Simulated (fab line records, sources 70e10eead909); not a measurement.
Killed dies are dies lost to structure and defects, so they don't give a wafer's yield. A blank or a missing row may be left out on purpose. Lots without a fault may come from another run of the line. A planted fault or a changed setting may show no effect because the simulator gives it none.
Which tool did it? | flow nand_harc | 11 lots, 33 wafers sampled, at 5 steps of a route of 1159

WHAT THE GAUGES READ, wafer by wafer
NHARC_A_BONDPAD_CD_MEAS_09: target cd 500 nm.
lot  | measured     | on        | cd_nm (nm)
L875 | day 18 14:27 | cd_sem-03 | 497.2 495.7 499.1
L877 | day 18 23:46 | cd_sem-03 | 498.3 497.3 497.2
L879 | day 19 05:56 | cd_sem-01 | 500.3 499.6 497.8
L882 | day 19 22:07 | cd_sem-01 | 495.2 497.4 498.7
L884 | day 20 14:33 | cd_sem-02 | 496.5 496.0 499.6
L887 | day 20 22:35 | cd_sem-01 | 499.2 498.1 498.7
L886 | day 20 23:16 | cd_sem-01 | 496.2 499.6 496.9
L888 | day 21 01:58 | cd_sem-02 | 501.7 499.7 501.9
L897 | day 22 22:04 | cd_sem-03 | 499.7 495.6 494.7
L896 | day 23 04:37 | cd_sem-02 | 496.9 495.6 493.4
L898 | day 23 20:07 | cd_sem-03 | 498.5 495.3 498.4

NHARC_THIN_TSV_CD_MEAS_37.
lot  | measured     | on        | cd_nm (nm)
L875 | day 19 21:48 | cd_sem-02 | 4997 5000 5004
L877 | day 19 23:49 | cd_sem-03 | 5000 5000 5001
L879 | day 20 07:14 | cd_sem-03 | 5006 4999 4999
L882 | day 20 22:59 | cd_sem-02 | 4998 4997 4998
L884 | day 21 16:31 | cd_sem-03 | 4986 4988 4989
L887 | day 22 01:25 | cd_sem-03 | 5002 5004 5005
L886 | day 21 23:42 | cd_sem-02 | 4992 4992 4994
L888 | day 21 22:24 | cd_sem-01 | 4999 5004 5002
L897 | day 23 23:21 | cd_sem-03 | 4999 5000 5000
L896 | day 24 05:14 | cd_sem-01 | 5004 5002 5007
L898 | day 24 19:55 | cd_sem-01 | 5002 5002 5000

WHICH TOOL RAN EACH LOT (tool, then ch and the chambers of the sampled wafers, then the start)
lot  | NHARC_A_M1_ETCH_15                            | NHARC_THIN_TSV_DESCUM_14           | NHARC_THIN_TSV_ETCH_59
L875 | rie_diel-10 ch 0,2, day 18 14:27 or earlier   | rie_diel-01 ch 0,2, day 19 13:20   | rie_metal-01 ch 0, day 19 20:38
L877 | rie_diel-10 ch 0,3, day 18 23:46 or earlier   | rie_diel-05 ch 0,1,2, day 19 16:18 | rie_metal-01 ch 0,1, day 19 22:43
L879 | rie_diel-04 ch 0,2,3, day 19 05:56 or earlier | rie_diel-07 ch 0,2, day 19 23:56   | rie_metal-02 ch 0,1, day 20 05:58
L882 | rie_diel-04 ch 2,3, day 19 22:07 or earlier   | rie_diel-07 ch 1,2, day 20 15:44   | rie_metal-03 ch 1, day 20 21:49
L884 | rie_diel-10 ch 1,2, day 20 14:33 or earlier   | rie_diel-01 ch 1,3, day 21 09:11   | rie_metal-01 ch 0,1, day 21 15:21
L887 | rie_diel-02 ch 0,1,3, day 20 22:35 or earlier | rie_diel-05 ch 0,1,3, day 21 17:38 | rie_metal-02 ch 0,1, day 22 00:16
L886 | rie_diel-10 ch 0,2,3, day 20 23:16 or earlier | rie_diel-07 ch 1,2, day 21 16:19   | rie_metal-01 ch 0,1, day 21 22:32
L888 | rie_diel-04 ch 0,2,3, day 21 01:58 or earlier | rie_diel-07 ch 0,1, day 21 15:08   | rie_metal-03 ch 0,1, day 21 21:20
L897 | rie_diel-04 ch 2,3, day 22 22:04 or earlier   | rie_diel-05 ch 0,1, day 23 13:31   | rie_metal-02 ch 0, day 23 22:11
L896 | rie_diel-02 ch 2,3, day 23 04:37 or earlier   | rie_diel-07 ch 1,2,3, day 23 21:57 | rie_metal-02 ch 0, day 24 04:08
L898 | rie_diel-02 ch 1,2,3, day 23 20:07 or earlier | rie_diel-01 ch 0,1,3, day 24 12:05 | rie_metal-03 ch 0,1, day 24 18:46
- NHARC_A_M1_ETCH_15: etches the open film in C4F8/Ar, target depth 182.5 nm, time 91.2 s.
- NHARC_THIN_TSV_DESCUM_14: chemistry O2, time 3 s.
- NHARC_THIN_TSV_ETCH_59: etches the open film in Cl2/BCl3, target depth 880 nm, time 138.1 s.

WHAT THE TOOLS THEMSELVES READ (means of the sampled wafers that have a number; where no wafer has one, the mark that the record gives instead)
NHARC_A_M1_ETCH_15.
lot  | tool        | bias_w (W) | oes_product_au (a.u.) | rf_vpp_V (V)
L875 | rie_diel-10 | 300.6      | 0.955                 | 441.1
L877 | rie_diel-10 | 299.9      | 0.962                 | 441.7
L879 | rie_diel-04 | 299.9      | 0.952                 | 439.0
L882 | rie_diel-04 | 300.0      | 0.960                 | 439.0
L884 | rie_diel-10 | 300.3      | 0.938                 | 438.6
L887 | rie_diel-02 | 299.3      | 0.971                 | 440.8
L886 | rie_diel-10 | 299.8      | 0.970                 | 440.4
L888 | rie_diel-04 | 299.8      | 0.970                 | 439.7
L897 | rie_diel-04 | 300.2      | 0.954                 | 440.1
L896 | rie_diel-02 | 298.9      | 0.964                 | 440.3
L898 | rie_diel-02 | 300.1      | 0.957                 | 440.9

NHARC_THIN_TSV_DESCUM_14.
lot  | tool        | drypump_motor_current_A (A) | o2_flow_sccm (sccm) | oes_product_au (a.u.) | rf_vpp_V (V) | showerhead_plenum_p_Torr (Torr) | throttle_valve_pct (%)
L875 | rie_diel-01 | 5.6                         | 199.8               | 0.996                 | 57.1         | 1.84                            | 11.314
L877 | rie_diel-05 | 5.6                         | 199.9               | 1.001                 | 57.1         | 1.92                            | 11.310
L879 | rie_diel-07 | 6.2                         | 199.7               | 0.997                 | 56.9         | 1.93                            | 11.309
L882 | rie_diel-07 | 5.7                         | 199.9               | 0.989                 | 58.4         | 1.99                            | 11.304
L884 | rie_diel-01 | 6.0                         | 200.2               | 0.998                 | 57.7         | 1.90                            | 11.311
L887 | rie_diel-05 | 5.5                         | 200.3               | 1.008                 | 58.2         | 1.96                            | 11.310
L886 | rie_diel-07 | 5.7                         | 199.4               | 0.990                 | 58.0         | 1.99                            | 11.315
L888 | rie_diel-07 | 6.1                         | 200.0               | 1.009                 | 57.3         | 1.95                            | 11.318
L897 | rie_diel-05 | 5.2                         | 200.6               | 1.001                 | 58.8         | 1.95                            | 11.305
L896 | rie_diel-07 | 5.5                         | 200.1               | 0.998                 | 58.6         | 1.98                            | 11.311
L898 | rie_diel-01 | 5.8                         | 199.9               | 1.006                 | 57.6         | 1.87                            | 11.309

NHARC_THIN_TSV_ETCH_59.
lot  | tool         | bias_w (W) | drypump_motor_current_A (A) | oes_product_au (a.u.) | throttle_valve_pct (%)
L875 | rie_metal-01 | 99.7       | 6.0                         | 1.022                 | 22.246
L877 | rie_metal-01 | 100.3      | 6.3                         | 1.009                 | 22.266
L879 | rie_metal-02 | 100.1      | 4.9                         | 1.001                 | 22.269
L882 | rie_metal-03 | 99.9       | 5.6                         | 1.014                 | 22.279
L884 | rie_metal-01 | 99.9       | 6.3                         | 1.267                 | 22.263
L887 | rie_metal-02 | 99.9       | 5.2                         | 1.012                 | 22.270
L886 | rie_metal-01 | 100.3      | 6.2                         | 1.281                 | 22.259
L888 | rie_metal-03 | 100.0      | 5.5                         | 1.021                 | 22.260
L897 | rie_metal-02 | 99.7       | 5.4                         | 1.009                 | 22.266
L896 | rie_metal-02 | 99.9       | 5.5                         | 1.014                 | 22.263
L898 | rie_metal-03 | 99.7       | 5.4                         | 1.016                 | 22.264

THE ANSWER, worked out from the rows above alone
Rule: what is usual is taken from the lots themselves. Put in order of their means at a reading, lots are off if they are a third of the lots or fewer, leave a main group of 4 or more, and stand apart from it by a gap of 3 or more times the standard deviation of the main group's means; of several such gaps the widest counts. A main group whose means are all the same, to the digits that the tables above print for the reading, isn't used. A lot without any number at a reading at which 4 lots or more have one is off too. The other lots that the step has rows for count as sound. The gauges are gone through in route order, then the tools' own readings, and for those a lot's mean is taken as printed above. The first step at which some lot is off is used, and at that step the reading that is off furthest; a lot without a number counts as furthest.
Off: L884, L886, at NHARC_THIN_TSV_ETCH_59 (oes_product_au). The main group: mean 1.013 a.u., standard deviation 0.0061.
A tool fits if, at that step or a process step before it, it ran every lot that is off, and no sound lot after the first of them. NHARC_A_M1_ETCH_15 gives no start for some lots, so the hours and the order of its lots are those of NHARC_A_BONDPAD_CD_MEAS_09. Can't be told from this: 2 tools fit, rie_diel-10 at NHARC_A_M1_ETCH_15, rie_metal-01 at NHARC_THIN_TSV_ETCH_59.

WHAT THE SIMULATOR HAD PUT IN
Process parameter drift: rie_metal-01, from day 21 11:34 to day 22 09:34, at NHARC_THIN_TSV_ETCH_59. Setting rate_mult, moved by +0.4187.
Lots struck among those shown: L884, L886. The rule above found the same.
